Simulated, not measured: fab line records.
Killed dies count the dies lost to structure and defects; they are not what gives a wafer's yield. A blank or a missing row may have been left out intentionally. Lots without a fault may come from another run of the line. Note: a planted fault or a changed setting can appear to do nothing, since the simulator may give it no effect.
Which tool was responsible? / flow nand-harc / 39 wafers from 13 lots sampled at 6 of the route's 1302 steps

## WHAT THE GAUGES READ, wafer by wafer
NHARC_P_M1_CD_MEAS_16.
lot=L300; measured=day 6 05:42; on=cd-sem-03; cd-nm (nm)=131.1 128.2 131.1
lot=L301; measured=day 6 20:37; on=cd-sem-02; cd-nm (nm)=130.3 130.8 131.0
lot=L302; measured=day 6 21:52; on=cd-sem-02; cd-nm (nm)=129.1 129.0 128.7
lot=L306; measured=day 8 17:20; on=cd-sem-02; cd-nm (nm)=127.8 131.3 129.3
lot=L307; measured=day 9 01:55; on=cd-sem-01; cd-nm (nm)=131.5 129.5 130.5
lot=L309; measured=day 9 19:14; on=cd-sem-03; cd-nm (nm)=129.9 127.6 129.0
lot=L311; measured=day 10 14:34; on=cd-sem-02; cd-nm (nm)=130.3 128.1 129.9
lot=L313; measured=day 11 14:47; on=cd-sem-03; cd-nm (nm)=129.9 130.9 128.9
lot=L315; measured=day 13 01:05; on=cd-sem-03; cd-nm (nm)=130.3 129.6 131.6
lot=L319; measured=day 14 00:25; on=cd-sem-03; cd-nm (nm)=129.3 127.9 130.5
lot=L320; measured=day 14 16:08; on=cd-sem-01; cd-nm (nm)=128.3 129.3 129.8
lot=L321; measured=day 15 07:11; on=cd-sem-02; cd-nm (nm)=130.5 129.1 130.3
lot=L323; measured=day 15 17:26; on=cd-sem-03; cd-nm (nm)=130.6 130.8 129.2

NHARC_P_M2_CD_MEAS_09: the cd target is 170 nm.
lot=L300; measured=day 6 09:19; on=cd-sem-02; cd-nm (nm)=169.2 169.3 169.8
lot=L301; measured=day 7 00:47; on=cd-sem-01; cd-nm (nm)=169.3 169.1 169.5
lot=L302; measured=day 7 01:32; on=cd-sem-01; cd-nm (nm)=169.8 169.6 170.2
lot=L306; measured=day 8 21:00; on=cd-sem-02; cd-nm (nm)=170.4 169.3 171.2
lot=L307; measured=day 9 05:39; on=cd-sem-01; cd-nm (nm)=169.5 168.8 170.1
lot=L309; measured=day 9 23:08; on=cd-sem-03; cd-nm (nm)=169.0 168.7 169.5
lot=L311; measured=day 10 18:14; on=cd-sem-02; cd-nm (nm)=154.8 155.8 155.2 154.7 156.2 155.5
lot=L313; measured=day 11 18:28; on=cd-sem-03; cd-nm (nm)=155.1 155.2 157.0 154.3 155.2 156.7
lot=L315; measured=day 13 04:38; on=cd-sem-02; cd-nm (nm)=169.2 168.6 169.4
lot=L319; measured=day 14 04:04; on=cd-sem-02; cd-nm (nm)=170.3 169.8 171.0
lot=L320; measured=day 14 19:41; on=cd-sem-03; cd-nm (nm)=170.8 170.1 169.9
lot=L321; measured=day 15 10:51; on=cd-sem-01; cd-nm (nm)=170.2 170.3 171.3
lot=L323; measured=day 15 21:06; on=cd-sem-03; cd-nm (nm)=170.1 170.0 169.2

NHARC_END_SORT_01.
lot=L311; measured=day 28 22:20; on=prober-01; defect-limited-yield (%)=91 90; killed-at-array=55 56; killed-at-other=2 2; killed-at-periphery=5 7; killed-dies=62 65; killed-open=2 4; killed-short=3 2
lot=L313; measured=day 30 03:15; on=prober-01; defect-limited-yield (%)=94 94 94; killed-at-array=38 37 36; killed-at-other=0 1 1; killed-at-periphery=3 2 6; killed-dies=41 40 43; killed-open=2 3 2; killed-short=2 2 2

## WHAT TOOL EACH LOT RAN ON (gives the tool, then ch and the chambers of the sampled wafers, and finally the start)
lot=L300; NHARC_P_M1_PRE_CLEAN_30=pvd-sputter-02, day 6 07:34 or earlier; NHARC_P_M1_CMP_23=cmp-03 ch 0,1, day 6 07:34; NHARC_P_M2_PEB_07=litho-track-01 ch 0, day 6 09:14
lot=L301; NHARC_P_M1_PRE_CLEAN_30=pvd-sputter-03, day 6 22:59 or earlier; NHARC_P_M1_CMP_23=cmp-02 ch 0,2,3, day 6 22:59; NHARC_P_M2_PEB_07=litho-track-04 ch 0, day 7 00:42
lot=L302; NHARC_P_M1_PRE_CLEAN_30=pvd-sputter-01, day 6 23:40 or earlier; NHARC_P_M1_CMP_23=cmp-01 ch 0,2,3, day 6 23:40; NHARC_P_M2_PEB_07=litho-track-01 ch 0, day 7 01:28
lot=L306; NHARC_P_M1_PRE_CLEAN_30=pvd-sputter-02, day 8 19:09 or earlier; NHARC_P_M1_CMP_23=cmp-02 ch 0,1,2, day 8 19:09; NHARC_P_M2_PEB_07=litho-track-01 ch 0, day 8 20:55
lot=L307; NHARC_P_M1_PRE_CLEAN_30=pvd-sputter-02, day 9 03:49 or earlier; NHARC_P_M1_CMP_23=cmp-03 ch 0,1,2, day 9 03:49; NHARC_P_M2_PEB_07=litho-track-06 ch 0, day 9 05:34
lot=L309; NHARC_P_M1_PRE_CLEAN_30=pvd-sputter-01, day 9 21:07 or earlier; NHARC_P_M1_CMP_23=cmp-02 ch 0,3, day 9 21:07; NHARC_P_M2_PEB_07=litho-track-04 ch 0, day 9 23:03
lot=L311; NHARC_P_M1_PRE_CLEAN_30=pvd-sputter-03, day 10 16:27 or earlier; NHARC_P_M1_CMP_23=cmp-01 ch 1,2,3, day 10 16:27; NHARC_P_M2_PEB_07=litho-track-04 ch 0, day 10 18:10
lot=L313; NHARC_P_M1_PRE_CLEAN_30=pvd-sputter-02, day 11 16:38 or earlier; NHARC_P_M1_CMP_23=cmp-02 ch 0,2,3, day 11 16:38; NHARC_P_M2_PEB_07=litho-track-04 ch 0, day 11 18:23
lot=L315; NHARC_P_M1_PRE_CLEAN_30=pvd-sputter-03, day 13 02:58 or earlier; NHARC_P_M1_CMP_23=cmp-02 ch 0,1,2, day 13 02:58; NHARC_P_M2_PEB_07=litho-track-01 ch 0, day 13 04:34
lot=L319; NHARC_P_M1_PRE_CLEAN_30=pvd-sputter-02, day 14 02:16 or earlier; NHARC_P_M1_CMP_23=cmp-02 ch 0,2,3, day 14 02:16; NHARC_P_M2_PEB_07=litho-track-01 ch 0, day 14 03:59
lot=L320; NHARC_P_M1_PRE_CLEAN_30=pvd-sputter-01, day 14 17:56 or earlier; NHARC_P_M1_CMP_23=cmp-01 ch 1,2, day 14 17:56; NHARC_P_M2_PEB_07=litho-track-06 ch 0, day 14 19:36
lot=L321; NHARC_P_M1_PRE_CLEAN_30=pvd-sputter-01, day 15 09:01 or earlier; NHARC_P_M1_CMP_23=cmp-03 ch 1,3, day 15 09:01; NHARC_P_M2_PEB_07=litho-track-01 ch 0, day 15 10:46
lot=L323; NHARC_P_M1_PRE_CLEAN_30=pvd-sputter-01, day 15 19:14 or earlier; NHARC_P_M1_CMP_23=cmp-03 ch 0,1,2, day 15 19:14; NHARC_P_M2_PEB_07=litho-track-04 ch 0, day 15 21:01
- NHARC_P_M1_PRE_CLEAN_30: time 30 s.
- NHARC_P_M1_CMP_23: polishes, t overpolish 20 s, target thk 157.82 nm.
- NHARC_P_M2_PEB_07: peb time 65 s.

## AS READ BY THE TOOLS THEMSELVES (means over the sampled wafers that have a number; for cases with no such wafer, the mark the record gives instead)
NHARC_P_M1_PRE_CLEAN_30.
lot=L300; tool=pvd-sputter-02; heater-power-w (W)=455
lot=L301; tool=pvd-sputter-03; heater-power-w (W)=428
lot=L302; tool=pvd-sputter-01; heater-power-w (W)=446
lot=L306; tool=pvd-sputter-02; heater-power-w (W)=454
lot=L307; tool=pvd-sputter-02; heater-power-w (W)=435
lot=L309; tool=pvd-sputter-01; heater-power-w (W)=455
lot=L311; tool=pvd-sputter-03; heater-power-w (W)=379
lot=L313; tool=pvd-sputter-02; heater-power-w (W)=427
lot=L315; tool=pvd-sputter-03; heater-power-w (W)=428
lot=L319; tool=pvd-sputter-02; heater-power-w (W)=446
lot=L320; tool=pvd-sputter-01; heater-power-w (W)=443
lot=L321; tool=pvd-sputter-01; heater-power-w (W)=460
lot=L323; tool=pvd-sputter-01; heater-power-w (W)=429

NHARC_P_M1_CMP_23.
lot=L300; tool=cmp-03; motor-current-A (A)=12.0; time-to-endpoint-s (s)=29
lot=L301; tool=cmp-02; motor-current-A (A)=11.8; time-to-endpoint-s (s)=27
lot=L302; tool=cmp-01; motor-current-A (A)=12.5; time-to-endpoint-s (s)=28
lot=L306; tool=cmp-02; motor-current-A (A)=12.6; time-to-endpoint-s (s)=29
lot=L307; tool=cmp-03; motor-current-A (A)=11.5; time-to-endpoint-s (s)=29
lot=L309; tool=cmp-02; motor-current-A (A)=11.9; time-to-endpoint-s (s)=25
lot=L311; tool=cmp-01; motor-current-A (A)=11.2; time-to-endpoint-s (s)=30
lot=L313; tool=cmp-02; motor-current-A (A)=11.9; time-to-endpoint-s (s)=28
lot=L315; tool=cmp-02; motor-current-A (A)=12.5; time-to-endpoint-s (s)=29
lot=L319; tool=cmp-02; motor-current-A (A)=11.7; time-to-endpoint-s (s)=28
lot=L320; tool=cmp-01; motor-current-A (A)=11.1; time-to-endpoint-s (s)=33
lot=L321; tool=cmp-03; motor-current-A (A)=12.0; time-to-endpoint-s (s)=29
lot=L323; tool=cmp-03; motor-current-A (A)=11.9; time-to-endpoint-s (s)=27

NHARC_P_M2_PEB_07.
lot=L300; tool=litho-track-01; heater-power-total-W (W)=156.8; plate-temp-C (C)=99.91
lot=L301; tool=litho-track-04; heater-power-total-W (W)=156.5; plate-temp-C (C)=100.11
lot=L302; tool=litho-track-01; heater-power-total-W (W)=156.6; plate-temp-C (C)=99.94
lot=L306; tool=litho-track-01; heater-power-total-W (W)=157.1; plate-temp-C (C)=100.06
lot=L307; tool=litho-track-06; heater-power-total-W (W)=156.6; plate-temp-C (C)=99.95
lot=L309; tool=litho-track-04; heater-power-total-W (W)=156.2; plate-temp-C (C)=100.23
lot=L311; tool=litho-track-04; heater-power-total-W (W)=148.5; plate-temp-C (C)=96.31
lot=L313; tool=litho-track-04; heater-power-total-W (W)=149.1; plate-temp-C (C)=96.30
lot=L315; tool=litho-track-01; heater-power-total-W (W)=156.5; plate-temp-C (C)=99.94
lot=L319; tool=litho-track-01; heater-power-total-W (W)=156.6; plate-temp-C (C)=99.92
lot=L320; tool=litho-track-06; heater-power-total-W (W)=156.6; plate-temp-C (C)=99.86
lot=L321; tool=litho-track-01; heater-power-total-W (W)=156.5; plate-temp-C (C)=99.96
lot=L323; tool=litho-track-04; heater-power-total-W (W)=156.8; plate-temp-C (C)=100.07

## THE ANSWER, worked out from the rows above alone
Rule: the usual values come from the lots themselves. Put in order of their means at a reading, lots are off if they are a third of the lots or fewer, leave a main group of 4 or more, and stand apart from it by a gap of 3 or more times the standard deviation of the main group's means; of several such gaps the widest counts. A main group whose means are all the same, to the digits that the tables above print for the reading, isn't used. Also off: a lot with no number at a reading for which 4 or more lots have one. Any other lot the step has rows for is counted as sound. The gauges are gone through in route order, then the tools' own readings, and for those a lot's mean is taken as printed above. The first step at which some lot is off is used, and at that step the reading that is off furthest; a lot without a number counts as furthest.
Off at NHARC_P_M2_CD_MEAS_09 (cd-nm): L311, L313. The main group has a mean of 169.8 nm with a standard deviation of 0.52.
If a tool, at a process step before that reading, ran all the lots that are off and no sound lot after the first of them, it fits. The gauges at NHARC_P_M2_CD_MEAS_09 aren't tried: what is off there is off at NHARC_P_M2_PEB_07 too, on other tools, and a gauge's error can't cause that. With no start given for some of its lots, NHARC_P_M1_PRE_CLEAN_30 uses the hours and lot order of NHARC_P_M1_CMP_23. No candidate that was tried fits.

## WHAT THE SIMULATOR HAD INSERTED
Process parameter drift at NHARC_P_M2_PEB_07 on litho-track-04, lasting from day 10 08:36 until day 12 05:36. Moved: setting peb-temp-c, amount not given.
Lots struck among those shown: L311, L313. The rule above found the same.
